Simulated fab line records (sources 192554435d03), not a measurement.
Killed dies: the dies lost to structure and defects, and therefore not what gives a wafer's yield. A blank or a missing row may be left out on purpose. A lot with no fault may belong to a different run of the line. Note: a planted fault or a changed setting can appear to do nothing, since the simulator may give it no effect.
fab line records	flow n5_finfet
[record] lots = 7	wafers = 21
route steps=1938 shown BEOL_M14@1770 BEOL_M15@1809 MIM_BOT_LITHO@1858
start_h: hours from the record's opening day to when the first of the lot's shown wafers began	wait_h: hours since the lot's step before	" as in the row above	L1.1+2: one row covering several wafers at once	- no value, or no start was given	* or withheld: withheld	< > ~ a bound
route shown NAME@n: NAME is a module with steps in the file, n the number in the route of the first one	usual: average and standard deviation across the fault-free wafers	same: alike in all rows	chamber/n: place in a boat	sites: readings site by site	_std_site: standard deviation of those values	_edge_site: inner sites' mean taken away from outer sites' mean	radius_mm: how far each site lies from the wafer's centre	mask NAME#n: copy n	behind: the tool/chamber that last shaped the wafer	hold: why the lot was held/for how many hours/how that ended	device: names the non-switching transistor (n, p or np)	end of line: the same wafers' tests at the end of the route	a step without rows: its recipe alone	killed: dies that structure and defects cost at the first sort, which is not the same as the wafer's yield	map: a wafer's dies, x killed, . not, _ none there
set.NAME: the setting as run; set.NAME@STEP: as run at that earlier step	model.NAME: the simulator's own value behind a step, which no gauge read
lots with deliberately changed settings; one table per step, one row per wafer
[[steps]]
[step N5_BEOL_M14_DEP_53]
[recipe] material = SiCN	target_thk_a = 500	temp_c = withheld	precursor = 3MS/NH3	pressure_torr = 3	rf_w = 675	time_s = 17.8
lot.wafer	tool	chamber	start_h	wait_h	set.time_s	model.SiCN_of_BEOL_M14_DEP_53.thk_nm
L074.1	pecvd-03	2	282.27	0.0	17.8	49.8
L074.3	"	1	"	"	17.8	49
L074.5	"	2	"	"	17.8	51
L076.2	pecvd-01	0	283.78	0.0	17.8	49
L076.3	"	1	"	"	17.8	49.6
L076.5	"	0	"	"	17.8	49.8
L082.4	pecvd-03	2	304.66	0.0	17.8	50.4
L082.5+6	"	1,0	"	"	17.8	49.6
L083.1	pecvd-01	2	326.40	0.0	18.49	51.4
L083.3	"	1	"	"	17.8	48.2
L083.5	"	2	"	"	18.49	52.6
L084.2	pecvd-01	2	341.62	0.0	17.8	49.8
L084.3	"	1	"	"	17.8	49
L084.4	"	0	"	"	17.8	49.6
L088.1	pecvd-02	1	356.83	0.0	17.8	50.4
L088.2	"	0	"	"	19.45	53.6
L088.3	"	2	"	"	17.8	49.4
L090.1	pecvd-02	1	360.91	0.0	16.93	47.6
L090.2	"	2	"	"	16.93	47
L090.4	"	1	"	"	17.8	50
[step N5_BEOL_M15_TRENCH_ETCH_34]
[recipe] chemistry = C4F8/O2/Ar	target = SiO2	target_depth_a = 8729.3	he_inner_torr = 15	he_outer_torr = 30	time_s = 199	ion_energy_ev = 800	pressure_mtorr = 20	source_w = 1905	bias_w = 2040	Ar_flow_sccm = 400	C4F8_flow_sccm = 16	O2_flow_sccm = 12
lot.wafer	tool	chamber	start_h	wait_h	set.time_s	model.etch.depth_nm	model.coat_of_BEOL_M15_COAT_22.thk_nm
L074.1	rie_diel-02	1	285.16	0.0	199	880.3	540.4
L074.3	"	0	"	"	199	882	541.6
L074.5	"	1	"	"	199	887.8	534.8
L076.2	rie_diel-04	1	286.31	0.0	199	891.2	536.2
L076.3	"	3	"	"	181.8	817	548
L076.5	"	1	"	"	199	886.5	537.4
L082.4	rie_diel-02	0	307.31	0.0	199	875.2	539
L082.5	"	3	"	"	223.6	977.3	524
L082.6	"	0	"	"	199	865.3	543.6
L083.1	rie_diel-03	2	328.96	0.0	233.1	1016	516.8
L083.3	"	0	"	"	233.1	1003	512
L083.5	"	0	"	"	199	872	540.6
L084.2	rie_diel-02	0	344.19	0.0	165.8	728.9	569.4
L084.3	"	3	"	"	165.8	724.2	574.6
L084.4	"	2	"	"	165.8	741.5	569.6
L088.1	rie_diel-03	0	359.72	0.0	199	850.6	546.6
L088.2	"	3	"	"	199	849.8	548.4
L088.3	"	2	"	"	199	864.2	548
L090.1	rie_diel-02	3	363.44	0.0	199	860	548.2
L090.2	"	1	"	"	220.8	975.9	519
L090.4	"	2	"	"	199	893.9	537.8
[step N5_BEOL_M15_SPUTTER_44]
[recipe] material = Ta	target_thk_a = 150	temp_c = 50	bias_v = 80	power_w = 15000	chamber_pressure_pa = 0.07	time_s = 24.19
lot.wafer	tool	chamber	start_h	wait_h	set.power_w	model.Ta_of_BEOL_M15_SPUTTER_44.thk_nm
L074.1	pvd_sputter-01	-	286.09	0.0	15000	15
L074.3	"	-	"	"	15000	15.2
L074.5	"	-	"	"	15000	14.8
L076.2	pvd_sputter-03	-	289.72	0.0	15000	15
L076.3	"	-	"	"	16670	16.6
L076.5	"	-	"	"	15000	14.8
L082.4	pvd_sputter-03	-	312.43	0.0	15000	15.2
L082.5+6	"	-	"	"	17590	17.8
L083.1+3	pvd_sputter-01	-	332.35	0.0	16200	16.4
L083.5	"	-	"	"	15000	15
L084.2+3	pvd_sputter-02	-	345.77	0.0	16250	16.6
L084.4	"	-	"	"	15000	15.2
L088.1	pvd_sputter-03	-	362.72	0.0	15000	15.2
L088.2	"	-	"	"	15000	14.8
L088.3	"	-	"	"	15000	15
L090.1+4	pvd_sputter-01	-	367.59	0.0	15000	15
L090.2	"	-	"	"	15000	15.2
[step N5_BEOL_M15_SPUTTER_45]
[recipe] material = Cu	target_thk_a = 1000	temp_c = -20	bias_v = 60	power_w = 26000	chamber_pressure_pa = 0.13	time_s = 16.67
[step N5_BEOL_M15_ECD_47]
[recipe] material = Cu	target_thk_a = 18600
[step N5_BEOL_M15_ANNEAL_48]
[recipe] temp_c = 225	time_s = 90	ambient = N2
[step N5_BEOL_M15_CMP_49]
[recipe] stop_on = SiO2	t_overpolish_s = 4.9	down_force_psi = 2	platen_rpm = 80	clearing_platen_down_force_psi = 2	clearing_platen_rpm = 80	post_cmp_clean = cu_alkaline	target_thk_nm = 850	clearing_platen_pad_velocity_m_s = 1.5917	pad_velocity_m_s = 1.5917
lot.wafer	tool	chamber	start_h	wait_h	set.time_s@BEOL_M15_TRENCH_ETCH_34	model.Cu_of_BEOL_M15_ECD_47.thk_nm
L074.3	cmp-01	3	287.13	0.2	199	858.8
L074.1	"	1	"	"	199	857.4
L074.5	"	2	"	"	199	865
L076.2	cmp-02	0	290.45	0.2	199	869.8
L076.3	"	2	"	"	181.8	793.6
L076.5	"	1	"	"	199	864.2
L082.4	cmp-04	1	313.33	0.2	199	853.6
L082.6	"	2	"	"	199	838.8
L082.5	"	3	"	"	223.6	952.2
L083.1	cmp-02	2	333.13	0.3	233.1	991.8
L083.3	"	0	"	"	233.1	980
L083.5	"	1	"	"	199	849
L084.4	cmp-01	0	346.61	0.1	165.8	719
L084.3	"	1	"	"	165.8	699.6
L084.2	"	3	"	"	165.8	705.4
L088.3	cmp-04	0	363.49	0.2	199	841.4
L088.2	"	1	"	"	199	828.6
L088.1	"	2	"	"	199	827.4
L090.2	cmp-02	0	368.90	0.2	220.8	952.8
L090.4	"	1	"	"	199	872
L090.1	"	3	"	"	199	838.8
[step N5_BEOL_M15_THK_MEAS_50]
[recipe] thk_meas_gauge = xrf	reads = Cu_of_BEOL_M15_ECD_47
[usual] M15_THK = 852/15
lot.wafer	tool	chamber	start_h	wait_h	set.time_s@BEOL_M15_TRENCH_ETCH_34	M15_THK[nm]
L074.1	film_metro-02	-	287.38	-	199	860
L074.3	"	-	"	"	199	863
L074.5	"	-	"	"	199	871
L076.2	film_metro-02	-	290.75	-	199	873
L076.3	"	-	"	"	181.8	793
L076.5	"	-	"	"	199	861
L082.4	film_metro-01	-	313.52	-	199	853
L082.5	"	-	"	"	223.6	948
L082.6	"	-	"	"	199	838
L083.1	film_metro-01	-	333.38	-	233.1	995
L083.3	"	-	"	"	233.1	979
L083.5	"	-	"	"	199	845
L084.2	film_metro-01	-	346.91	-	165.8	708
L084.3	"	-	"	"	165.8	705
L084.4	"	-	"	"	165.8	722
L088.1	film_metro-02	-	363.75	-	199	826
L088.2	"	-	"	"	199	829
L088.3	"	-	"	"	199	842
L090.1	film_metro-01	-	369.19	-	199	842
L090.2	"	-	"	"	220.8	958
L090.4	"	-	"	"	199	878
[step N5_BEOL_M15_PRE_CLEAN_52]
[recipe] gas = NH3	time_s = 15	temp_c = withheld	rf_power_w = 300
[step N5_BEOL_M15_DEP_53]
[recipe] material = SiCN	target_thk_a = 500	temp_c = withheld	precursor = 3MS/NH3	pressure_torr = 3	rf_w = 675	time_s = 17.8
[step N5_BEOL_M15_RS_MEAS_54]
[recipe] thk_meas_gauge = four-point-probe	reads = Cu_of_BEOL_M15_ECD_47+Ta_of_BEOL_M15_SPUTTER_44+TaN_of_BEOL_M15_SPUTTER_43
[usual] M15_RS = 0.0215/0.00037
lot.wafer	tool	chamber	start_h	wait_h	set.time_s@BEOL_M15_TRENCH_ETCH_34	M15_RS[ohm/sq]
L074.1	film_metro-02	-	287.51	0.0	199	0.0214
L074.3	"	-	"	"	199	0.0213
L074.5	"	-	"	"	199	0.0212
L076.2	film_metro-02	-	290.88	0.1	199	0.0210
L076.3	"	-	"	"	181.8	0.0231
L076.5	"	-	"	"	199	0.0212
L082.4	film_metro-01	-	313.65	0.0	199	0.0214
L082.5	"	-	"	"	223.6	0.0192
L082.6	"	-	"	"	199	0.0218
L083.1	film_metro-02	-	333.54	0.1	233.1	0.0184
L083.3	"	-	"	"	233.1	0.0187
L083.5	"	-	"	"	199	0.0216
L084.2	film_metro-02	-	347.04	0.1	165.8	0.0260
L084.3	"	-	"	"	165.8	0.0263
L084.4	"	-	"	"	165.8	0.0256
L088.1	film_metro-01	-	363.88	0.0	199	0.0222
L088.2	"	-	"	"	199	0.0221
L088.3	"	-	"	"	199	0.0217
L090.1	film_metro-01	-	369.32	0.0	199	0.0218
L090.2	"	-	"	"	220.8	0.0192
L090.4	"	-	"	"	199	0.0210
[step N5_MIM_BOT_LITHO_EXPOSE_05]
[recipe] mask_id = MIM_BOT	na = 0.55	source_shape = conventional	sigma_outer = 0.8	polarization = unpolarized	dose_mj = 24.25
lot.wafer	tool	chamber	start_h	wait_h	mask	set.dose_mj
L074.1+3+5	krf_scanner-02	0	293.72	-	MIM_BOT#0	24.25
L076.2+3	krf_scanner-01	0	295.16	-	MIM_BOT#0	24.25
L076.5	"	0	"	"	MIM_BOT#0	23.54
L082.4+5	krf_scanner-02	0	317.86	-	MIM_BOT#0	23.03
L082.6	"	0	"	"	MIM_BOT#0	24.25
L083.1+3+5	krf_scanner-02	0	338.26	-	MIM_BOT#0	24.25
L084.2+3+4	krf_scanner-01	0	356.95	-	MIM_BOT#0	24.25
L088.1+2+3	krf_scanner-01	0	368.96	-	MIM_BOT#0	24.25
L090.1	krf_scanner-02	0	374.93	-	MIM_BOT#0	25.97
L090.2+4	"	0	"	"	MIM_BOT#0	24.25
[step N5_MIM_BOT_LITHO_PEB_06]
[recipe] peb_temp_c = withheld	peb_time_s = *
[step N5_MIM_BOT_LITHO_DEVELOP_07]
[recipe] develop_time_s = 60	rinse_liquid = diw	dry = air_spin	dev_temp_c = 21
[step N5_MIM_BOT_LITHO_HARDBAKE_09]
[recipe] temp_c = 130	time_s = 120
[step N5_MIM_BOT_LITHO_CD_MEAS_08]
[recipe] target_cd_nm = 3000	landing_energy_ev = 500	detector = se_inlens	polarity = opening
[usual] cd_nm = 2999.8/1.9
lot.wafer	tool	chamber	start_h	wait_h	set.dose_mj@MIM_BOT_LITHO_EXPOSE_05	cd_nm
L074.1	cd_sem-02	0	293.89	-	24.25	3002.8
L074.3	"	0	"	"	24.25	3002.0
L074.5	"	0	"	"	24.25	3001.3
L076.2	cd_sem-03	0	295.33	-	24.25	2996.6
L076.3	"	0	"	"	24.25	2996.7
L076.5	"	0	"	"	23.54	2992.6
L082.4	cd_sem-03	0	318.02	-	23.03	2990.7
L082.5	"	0	"	"	23.03	2989.9
L082.6	"	0	"	"	24.25	2999.1
L083.1	cd_sem-01	0	338.44	-	24.25	2997.9
L083.3	"	0	"	"	24.25	2997.4
L083.5	"	0	"	"	24.25	3001.0
L084.2	cd_sem-03	0	357.12	-	24.25	3000.2
L084.3	"	0	"	"	24.25	3002.1
L084.4	"	0	"	"	24.25	3002.3
L088.1	cd_sem-01	0	369.14	-	24.25	3004.5
L088.2	"	0	"	"	24.25	3003.2
L088.3	"	0	"	"	24.25	3001.8
L090.1	cd_sem-03	0	375.11	-	25.97	3009.2
L090.2	"	0	"	"	24.25	2997.9
L090.4	"	0	"	"	24.25	2998.8
[[key]]
[split] step = N5_BEOL_M14_DEP_53	setting = time_s	stated = 17.8	by = wafer
[response] step = N5_BEOL_M14_DEP_53	reading = model.SiCN_of_BEOL_M14_DEP_53.thk_nm	change = +0.498	per = 1%	r = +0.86
[split] step = N5_BEOL_M15_TRENCH_ETCH_34	setting = time_s	stated = 199	by = wafer
[response] step = N5_BEOL_M15_TRENCH_ETCH_34	reading = model.etch.depth_nm	change = +8.41	per = 1%	r = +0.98
[response] step = N5_BEOL_M15_TRENCH_ETCH_34	reading = model.coat_of_BEOL_M15_COAT_22.thk_nm	change = -1.59	per = 1%	r = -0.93
[response] step = N5_BEOL_M15_CMP_49	reading = model.Cu_of_BEOL_M15_ECD_47.thk_nm	change = +8.36	per = 1%	r = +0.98
[response] step = N5_BEOL_M15_THK_MEAS_50	reading = M15_THK	change = +8.45	per = 1%	r = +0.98
[response] step = N5_BEOL_M15_RS_MEAS_54	reading = M15_RS	change = -0.000195	per = 1%	r = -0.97
[split] step = N5_BEOL_M15_SPUTTER_44	setting = power_w	stated = 15000	by = wafer
[response] step = N5_BEOL_M15_SPUTTER_44	reading = model.Ta_of_BEOL_M15_SPUTTER_44.thk_nm	change = +0.156	per = 1%	r = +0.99
[split] step = N5_MIM_BOT_LITHO_EXPOSE_05	setting = dose_mj	stated = 24.25	by = wafer
[response] step = N5_MIM_BOT_LITHO_CD_MEAS_08	reading = cd_nm	change = +1.58	per = 1%	r = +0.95
